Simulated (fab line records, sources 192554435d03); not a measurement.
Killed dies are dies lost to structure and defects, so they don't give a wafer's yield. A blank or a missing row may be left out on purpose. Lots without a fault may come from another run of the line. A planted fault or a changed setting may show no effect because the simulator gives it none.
Split-lot experiment | flow n5_finfet | 7 lots, 39 wafers read, on a route of 1938 steps

THE SPLIT
At N5_MOL_CONTACT_COAG_ALD_133 (deposits SiO2, target thk 5 nm, pulse time 1 s, co reactant pulse time 1 s), the setting ald_cycles was moved away from the recipe's 35 on 9 of the 39 wafers read, by -11.4% to -5.7%. The other wafers ran this setting at the recipe's value.

The reading is taken at the split's own step.

THE READING
SiO2_of_MOL_CONTACT_COAG_ALD_133.thk_nm (the simulator's own value, which no gauge read), in nm, at N5_MOL_CONTACT_COAG_ALD_133 (deposits SiO2, target thk 5 nm, pulse time 1 s, co reactant pulse time 1 s). The file gives no usual value for it.

wafer  | tool, chamber at the split | ald_cycles as run | against the recipe | SiO2_of_MOL_CONTACT_COAG_ALD_133.thk_nm, nm | against lot-mates on the recipe
L075.1 | ald_sin-03, 3,2,1,0,3,0    | 35                | recipe             | 5                                           | -
L075.2 | ald_sin-03, 3,2,1,0,3,0    | 35                | recipe             | 5                                           | -
L075.3 | ald_sin-03, 3,2,1,0,3,0    | 35                | recipe             | 5                                           | -
L075.4 | ald_sin-03, 3,2,1,0,3,0    | 35                | recipe             | 5                                           | -
L075.5 | ald_sin-03, 3,2,1,0,3,0    | 35                | recipe             | 5                                           | -
L075.6 | ald_sin-03, 3,2,1,0,3,0    | 35                | recipe             | 5                                           | -
L079.1 | ald_sin-01, 0,1,0          | 33                | -5.7%              | 4.8                                         | -0.2
L079.2 | ald_sin-01, 0,1,0          | 33                | -5.7%              | 4.8                                         | -0.2
L079.5 | ald_sin-01, 0,1,0          | 33                | -5.7%              | 4.8                                         | -0.2
L079.3 | ald_sin-01, 2,3,3          | 35                | recipe             | 5                                           | -
L079.4 | ald_sin-01, 2,3,3          | 35                | recipe             | 5                                           | -
L079.6 | ald_sin-01, 2,3,3          | 35                | recipe             | 5                                           | -
L080.1 | ald_sin-04, 2,0,3          | 35                | recipe             | 5                                           | -
L080.3 | ald_sin-04, 2,0,3          | 35                | recipe             | 5                                           | -
L080.6 | ald_sin-04, 2,0,3          | 35                | recipe             | 5                                           | -
L080.2 | ald_sin-04, 1,3,2          | 33                | -5.7%              | 4.8                                         | -0.2
L080.4 | ald_sin-04, 1,3,2          | 33                | -5.7%              | 4.8                                         | -0.2
L080.5 | ald_sin-04, 1,3,2          | 33                | -5.7%              | 4.8                                         | -0.2
L082.1 | ald_sin-01, 2,1,3          | 35                | recipe             | 5                                           | -
L082.2 | ald_sin-01, 2,1,3          | 35                | recipe             | 5                                           | -
L082.5 | ald_sin-01, 2,1,3          | 35                | recipe             | 5                                           | -
L083.1 | ald_sin-01, 3,0,1,2,1,2    | 35                | recipe             | 5                                           | -
L083.2 | ald_sin-01, 3,0,1,2,1,2    | 35                | recipe             | 5                                           | -
L083.3 | ald_sin-01, 3,0,1,2,1,2    | 35                | recipe             | 5                                           | -
L083.4 | ald_sin-01, 3,0,1,2,1,2    | 35                | recipe             | 5                                           | -
L083.5 | ald_sin-01, 3,0,1,2,1,2    | 35                | recipe             | 5                                           | -
L083.6 | ald_sin-01, 3,0,1,2,1,2    | 35                | recipe             | 5                                           | -
L086.1 | ald_sin-01, 1,2,3          | 31                | -11.4%             | 4.4                                         | -0.6
L086.2 | ald_sin-01, 1,2,3          | 31                | -11.4%             | 4.4                                         | -0.6
L086.3 | ald_sin-01, 1,2,3          | 31                | -11.4%             | 4.4                                         | -0.6
L086.4 | ald_sin-01, 0,2,3          | 35                | recipe             | 5                                           | -
L086.5 | ald_sin-01, 0,2,3          | 35                | recipe             | 5                                           | -
L086.6 | ald_sin-01, 0,2,3          | 35                | recipe             | 5                                           | -
L090.1 | ald_sin-03, 2,1,3,0,0,3    | 35                | recipe             | 5                                           | -
L090.2 | ald_sin-03, 2,1,3,0,0,3    | 35                | recipe             | 5                                           | -
L090.3 | ald_sin-03, 2,1,3,0,0,3    | 35                | recipe             | 5                                           | -
L090.4 | ald_sin-03, 2,1,3,0,0,3    | 35                | recipe             | 5                                           | -
L090.5 | ald_sin-03, 2,1,3,0,0,3    | 35                | recipe             | 5                                           | -
L090.6 | ald_sin-03, 2,1,3,0,0,3    | 35                | recipe             | 5                                           | -
Where a row lists several chambers, the file gives one row for several wafers and doesn't say which wafer went through which chamber.

THE FIT
A straight line over all 39 wafers: SiO2_of_MOL_CONTACT_COAG_ALD_133.thk_nm changes by +0.0474 nm for each +1% of ald_cycles; r = +0.98; the points scatter about the line by 0.032 nm.
The same after taking each lot's own level away (the mean of its wafers on the recipe; 39 wafers): +0.0474 nm for each +1%; r = +0.98; scatter 0.032 nm.
On that fit, the largest move of ald_cycles shifts the reading by 0.54 nm.
The lots' own levels span 5.00 to 5.00 nm.
So the lot-to-lot level changes the slope little: the two slopes agree.
Check: with one of the wafers moved furthest among these (-11.4%) left out of the fit, the line predicts -0.517 nm for it against its lot-mates. It came out at -0.6 nm against them.

OTHER SPLITS ON THESE WAFERS
These wafers also went through other splits before the reading. Each is held against what the fit with the lots' levels taken away leaves over:
other split on the same wafers | wafers away from the commonest value | r with SiO2_of_MOL_CONTACT_COAG_ALD_133.thk_nm (lot level and that fit taken away)
N5_FIN_SAQP_HM_DEP_72 time_s   | 15                                   | +0.20
N5_DUMMY_GATE_ETCH_37 source_w | 18                                   | +0.14
N5_DUMMY_GATE_ETCH_42 bias_w   | 18                                   | +0.37

THE FILE'S OWN FIT
SiO2_of_MOL_CONTACT_COAG_ALD_133.thk_nm changes by +0.0467 nm for each +1% of ald_cycles, r = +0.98.
